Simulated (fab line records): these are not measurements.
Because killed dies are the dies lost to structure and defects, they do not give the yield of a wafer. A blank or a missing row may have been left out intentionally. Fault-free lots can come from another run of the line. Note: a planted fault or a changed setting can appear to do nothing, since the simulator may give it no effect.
A struck lot beside a sound one + flow n5Finfet + 15 out of 1938 route steps
Sound: wafers L416.2, L416.3, L416.6. Wafers struck: L415.1, L415.3, L415.5. At the end, the cause is stated.
Each step with rows lists, per side, the tool, then ch with its chambers, then its first start. Under that, the readings that differ: sound wafers + struck wafers + difference of the means + sigmas: that difference in standard deviations of wafers without a fault.
alike: readings with means less than 2 such deviations apart, plus words and numbers identical on both sides. not compared: withheld readings, readings lacking a value on some wafer, bounds such as >300 that could conceal the same value, and numbers that have no deviation in the record and whose values overlap.
The two part at a step that has a row with sigmas, a row that says differs or no value, or rows on one side only. Numbers that don't overlap but have no deviation are shown without sigmas and don't part them. A reading missing from all wafers of one side parts the sides only when that side holds two or more wafers.

first, 8 steps without rows for these wafers: N5_WELL_APT_HMDS_01 (time 60 s); N5_WELL_APT_COAT_02 (resist thk 950 nm); N5_WELL_APT_EBR_04; N5_WELL_APT_SOFTBAKE_03 (time 60 s); N5_WELL_APT_EXPOSE_05 (exposes mask NWELL, defocus 0 nm, target cd 200 nm); N5_WELL_APT_PEB_06 (peb time 90 s); N5_WELL_APT_DEVELOP_07 (develop time 45 s); N5_WELL_APT_HARDBAKE_12 (time 120 s).
N5_WELL_APT_CD_MEAS_08: the cd target is 200 nm.
  sound on cdSem-01 ch 0, day 4 13:34; struck on cdSem-01 ch 0, day 4 07:50
  alike: cdNm
N5_WELL_APT_OVL_MEAS_09:
  sound on overlay-02 ch 0, day 4 13:35; struck on overlay-02 ch 0, day 4 07:52
  alike: NWELL_OVL
N5_WELL_APT_INSPECT_10: inspects for defects (macro).
  sound on defectInspect-02, day 4 13:37; struck on defectInspect-01, day 4 07:53
  alike: rawDefectCount
N5_WELL_APT_DESCUM_13: chemistry O2, time 7.9 s.
  sound on rieDiel-04 ch 1,2,3, day 4 13:40; struck on rieDiel-03 ch 0,1,2, day 4 07:55
  alike: drypumpMotorCurrentA, oesProductAu, rfVppV, showerheadPlenumPTorr, throttleValvePct
  not compared: rfHoursCounterH
N5_WELL_APT_IMPLANT_14:
  sound on implanter-02 ch 0, day 4 13:47; struck on implanter-01, day 4 08:01
  no value came back on the struck wafers for beamEnergyKeV, beamOnS (s); on the sound wafers beamEnergyKeV reads 160.04 160.07 160.05
then, 1 step without rows for these wafers: N5_WELL_APT_IMPLANT_15.
-- the record jumps here: 14 days lie between the struck wafers' starts before and after (it left off in module WELL_APT and takes up again in module PASSIVATION, whose first step shown is number 1936 of the route) --
N5_PASSIVATION_PROBE_49:
  sound on prober-02, day 18 16:16; struck on prober-01, day 18 11:26
| reading         | sound  | struck   | difference | sigmas |
|-----------------|--------|----------|------------|--------|
| killed_at_M4_up | 13 7 7 | 30 18 14 | +12        | +2     |
  alike: killed_at_M0_to_M3, killedAtContacts, killedAtFrontEnd, killedAtOther, killedDies, killedOpen, killedShort

== WHERE THEY PART ==
Earliest at N5_WELL_APT_IMPLANT_14; latest, in this record, at N5_PASSIVATION_PROBE_49.

WHY: the cause the simulator had injected
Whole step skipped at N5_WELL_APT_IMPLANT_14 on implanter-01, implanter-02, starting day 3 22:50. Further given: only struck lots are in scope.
